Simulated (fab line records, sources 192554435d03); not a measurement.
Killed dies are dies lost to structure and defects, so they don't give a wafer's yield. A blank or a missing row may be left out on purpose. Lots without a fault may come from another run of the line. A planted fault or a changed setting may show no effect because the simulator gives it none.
Which tool did it? | flow n5_finfet | 24 lots, 72 wafers sampled, at 3 steps of a route of 1938

WHAT THE GAUGES READ, wafer by wafer
N5_HKMG_FIN_INSPECT_28: inspects for defects (darkfield). Usual: raw_defect_count 42, standard deviation 18.
lot  | measured     | on                | raw_defect_count | flag
L074 | day 4 07:11  | defect_inspect-02 | 27 27 38         |
L075 | day 4 11:49  | defect_inspect-01 | 78 82 57         |
L076 | day 4 23:50  | defect_inspect-02 | 54 50 50         |
L077 | day 5 01:58  | defect_inspect-01 | 45 37 48         |
L078 | day 5 09:05  | defect_inspect-01 | 43 26 18         |
L079 | day 5 15:04  | defect_inspect-02 | 45 62 34         |
L080 | day 5 21:52  | defect_inspect-01 | 36 38 41         |
L081 | day 6 06:59  | defect_inspect-01 | 65 106 71        |
L082 | day 6 07:46  | defect_inspect-01 | 30 26 43         |
L083 | day 6 15:27  | defect_inspect-01 | 33 50 46         |
L084 | day 6 19:45  | defect_inspect-01 | 25 26 30         |
L085 | day 7 05:28  | defect_inspect-02 | 33 32 58         |
L086 | day 7 06:14  | defect_inspect-02 | 86 54 43         |
L087 | day 7 16:01  | defect_inspect-02 | 44 67 62         |
L088 | day 7 18:37  | defect_inspect-01 | 110 28 83        |
L089 | day 8 08:15  | defect_inspect-01 | 33 28 52         |
L090 | day 8 10:11  | defect_inspect-01 | 45 47 24         |
L091 | day 8 16:58  | defect_inspect-02 | 25 36 28         |
L092 | day 8 21:44  | defect_inspect-02 | 62 45 59         |
L093 | day 9 04:59  | defect_inspect-02 | 25 51 26         |
L094 | day 9 10:28  | defect_inspect-02 | 26 25 20         |
L095 | day 9 17:08  | defect_inspect-01 | 26 26 49         |
L096 | day 9 21:40  | defect_inspect-02 | 47 22 55         |
L097 | day 10 04:07 | defect_inspect-01 | 29 27 28         |

WHICH TOOL RAN EACH LOT (tool, then ch and the chambers of the sampled wafers, then the start)
lot  | N5_HKMG_FIN_ETCH_67               | N5_HKMG_FIN_CMP_23
L074 | rie_diel-03 ch 2,3, day 4 05:04   | cmp-03 ch 1,2,3, day 4 06:28
L075 | rie_diel-03 ch 0,1,2, day 4 09:50 | cmp-03 ch 2,3, day 4 11:11
L076 | rie_diel-03 ch 1,2, day 4 21:49   | cmp-02 ch 2,3, day 4 23:07
L077 | rie_diel-01 ch 0,1, day 4 23:59   | cmp-04 ch 0,1,3, day 5 01:25
L078 | rie_diel-03 ch 0,2, day 5 07:06   | cmp-04 ch 1,2,3, day 5 08:32
L079 | rie_diel-01 ch 0,2,3, day 5 13:05 | cmp-02 ch 1,2, day 5 14:21
L080 | rie_diel-01 ch 0,1,2, day 5 19:53 | cmp-02 ch 1,2,3, day 5 21:19
L081 | rie_diel-06 ch 0,1,2, day 6 05:00 | cmp-04 ch 0,2, day 6 06:17
L082 | rie_diel-06 ch 0,1,2, day 6 05:46 | cmp-02 ch 0,2,3, day 6 07:08
L083 | rie_diel-01 ch 0,1,2, day 6 13:21 | cmp-03 ch 0,3, day 6 14:44
L084 | rie_diel-06 ch 0,1,3, day 6 17:46 | cmp-04 ch 0,1, day 6 19:07
L085 | rie_diel-03 ch 1,2, day 7 03:28   | cmp-02 ch 0,1,3, day 7 04:50
L086 | rie_diel-06 ch 1,2,3, day 7 04:16 | cmp-03 ch 1,2,3, day 7 05:41
L087 | rie_diel-03 ch 0,3, day 7 14:02   | cmp-04 ch 0,1, day 7 15:19
L088 | rie_diel-01 ch 0,2,3, day 7 16:37 | cmp-04 ch 0,1,3, day 7 17:55
L089 | rie_diel-01 ch 0,2,3, day 8 06:14 | cmp-04 ch 2,3, day 8 07:32
L090 | rie_diel-03 ch 1,3, day 8 08:10   | cmp-04 ch 0,1,3, day 8 09:33
L091 | rie_diel-03 ch 0,1,3, day 8 14:58 | cmp-04 ch 0,1, day 8 16:20
L092 | rie_diel-01 ch 0,1,2, day 8 19:43 | cmp-03 ch 2,3, day 8 21:01
L093 | rie_diel-01 ch 0,3, day 9 02:59   | cmp-04 ch 0,1,3, day 9 04:26
L094 | rie_diel-03 ch 0,1,3, day 9 08:28 | cmp-04 ch 1,2,3, day 9 09:45
L095 | rie_diel-06 ch 1,2, day 9 15:08   | cmp-02 ch 0,1, day 9 16:30
L096 | rie_diel-06 ch 0,2, day 9 19:40   | cmp-02 ch 0,3, day 9 21:02
L097 | rie_diel-03 ch 1,3, day 10 02:07  | cmp-03 ch 1,2, day 10 03:29
- N5_HKMG_FIN_ETCH_67: etches SOC in N2/H2, stops on TiN, target depth 388.9 nm.
- N5_HKMG_FIN_CMP_23: polishes, stops on SiNx, t overpolish 10 s, target thk 46.326 nm.

WHAT THE TOOLS THEMSELVES READ (means of the sampled wafers that have a number; where no wafer has one, the mark that the record gives instead)
N5_HKMG_FIN_ETCH_67. Usual: drypump_motor_current_A 5.7 A, standard deviation 0.43; oes_product_au 0.77 a.u., standard deviation 0.092; rf_vpp_V 240.3 V, standard deviation 1.2; showerhead_plenum_p_Torr 2.51 Torr, standard deviation 0.063; throttle_valve_pct 17.81 %, standard deviation 0.29.
lot  | tool        | drypump_motor_current_A (A) | oes_product_au (a.u.) | rf_vpp_V (V) | showerhead_plenum_p_Torr (Torr) | throttle_valve_pct (%) | flag
L074 | rie_diel-03 | 5.8                         | 0.74                  | 239.7        | 2.47                            | 18.02                  |
L075 | rie_diel-03 | 5.6                         | 0.71                  | 239.8        | 2.49                            | 17.85                  |
L076 | rie_diel-03 | 5.9                         | 0.69                  | 240.5        | 2.54                            | 17.78                  |
L077 | rie_diel-01 | 5.3                         | 0.70                  | 240.2        | 2.51                            | 18.02                  |
L078 | rie_diel-03 | 5.6                         | 0.71                  | 238.6        | 2.42                            | 18.00                  |
L079 | rie_diel-01 | 5.6                         | 0.83                  | 240.1        | 2.49                            | 17.71                  |
L080 | rie_diel-01 | 5.7                         | 0.76                  | 240.2        | 2.49                            | 17.87                  |
L081 | rie_diel-06 | 5.5                         | 0.81                  | 240.9        | 2.52                            | 17.76                  |
L082 | rie_diel-06 | 5.4                         | 0.80                  | 240.4        | 2.52                            | 17.77                  |
L083 | rie_diel-01 | 5.6                         | 0.75                  | 239.8        | 2.49                            | 17.89                  |
L084 | rie_diel-06 | 5.8                         | 0.72                  | 240.1        | 2.48                            | 17.81                  |
L085 | rie_diel-03 | 5.8                         | 0.77                  | 240.2        | 2.47                            | 17.80                  |
L086 | rie_diel-06 | 5.6                         | 0.76                  | 241.1        | 2.54                            | 18.01                  |
L087 | rie_diel-03 | 5.4                         | 0.73                  | 241.2        | 2.48                            | 17.97                  |
L088 | rie_diel-01 | 5.6                         | 0.79                  | 239.7        | 2.48                            | 17.74                  |
L089 | rie_diel-01 | 5.6                         | 0.80                  | 240.1        | 2.48                            | 17.77                  |
L090 | rie_diel-03 | 5.8                         | 0.82                  | 240.1        | 2.58                            | 17.79                  |
L091 | rie_diel-03 | 5.6                         | 0.79                  | 241.2        | 2.53                            | 17.76                  |
L092 | rie_diel-01 | 5.6                         | 0.83                  | 239.6        | 2.48                            | 17.77                  |
L093 | rie_diel-01 | 5.3                         | 0.72                  | 240.4        | 2.49                            | 17.94                  |
L094 | rie_diel-03 | 5.6                         | 0.78                  | 240.4        | 2.53                            | 17.77                  |
L095 | rie_diel-06 | 5.2                         | 0.82                  | 240.8        | 2.56                            | 18.00                  |
L096 | rie_diel-06 | 5.2                         | 0.84                  | 240.2        | 2.54                            | 17.85                  |
L097 | rie_diel-03 | 5.8                         | 0.83                  | 241.4        | 2.58                            | 17.56                  |

N5_HKMG_FIN_CMP_23. Usual: motor_current_A 12.1 A, standard deviation 1.4; overpolish_run_s 10.000 s, standard deviation 0.0086; time_to_endpoint_s 11.1 s, standard deviation 2.4.
lot  | tool   | motor_current_A (A) | overpolish_run_s (s) | time_to_endpoint_s (s) | flag
L074 | cmp-03 | 12.1                | 9.998                | 9.8                    |
L075 | cmp-03 | 11.7                | 9.994                | 12.7                   |
L076 | cmp-02 | 12.6                | 9.999                | 9.2                    |
L077 | cmp-04 | 12.2                | 9.990                | 9.4                    |
L078 | cmp-04 | 12.2                | 10.003               | 13.5                   |
L079 | cmp-02 | 12.2                | 9.995                | 7.8                    |
L080 | cmp-02 | 12.3                | 9.996                | 12.3                   |
L081 | cmp-04 | 10.5                | 10.009               | 13.2                   |
L082 | cmp-02 | 12.5                | 10.003               | 10.2                   |
L083 | cmp-03 | 11.9                | 9.987                | 11.1                   |
L084 | cmp-04 | 11.4                | 9.998                | 12.1                   |
L085 | cmp-02 | 12.0                | 9.997                | 7.4                    |
L086 | cmp-03 | 12.2                | 10.008               | 12.7                   |
L087 | cmp-04 | 11.3                | 10.003               | 8.7                    |
L088 | cmp-04 | 12.1                | 9.995                | 9.6                    |
L089 | cmp-04 | 11.4                | 10.004               | 12.2                   |
L090 | cmp-04 | 12.2                | 10.002               | 12.2                   |
L091 | cmp-04 | 11.1                | 10.003               | 10.8                   |
L092 | cmp-03 | 12.1                | 10.002               | 14.5                   |
L093 | cmp-04 | 12.3                | 9.999                | 8.6                    |
L094 | cmp-04 | 11.9                | 9.994                | 8.0                    |
L095 | cmp-02 | 12.0                | 9.997                | 10.8                   |
L096 | cmp-02 | 12.2                | 10.002               | 10.0                   |
L097 | cmp-03 | 13.2                | 10.003               | 12.9                   |

THE ANSWER, worked out from the rows above alone
Rule: a lot is off if the mean of its wafers that have a number lies more than 3 standard deviations from the usual mean. A lot without any number at a reading at which 4 lots or more have one is off too. The other lots that the step has rows for count as sound. The gauges are gone through in route order, then the tools' own readings, and for those a lot's mean is taken as printed above. The first step at which some lot is off is used, and at that step the reading that is off furthest; a lot without a number counts as furthest.
No lot is off at any reading shown: from this, nothing can be told.

WHAT THE SIMULATOR HAD PUT IN
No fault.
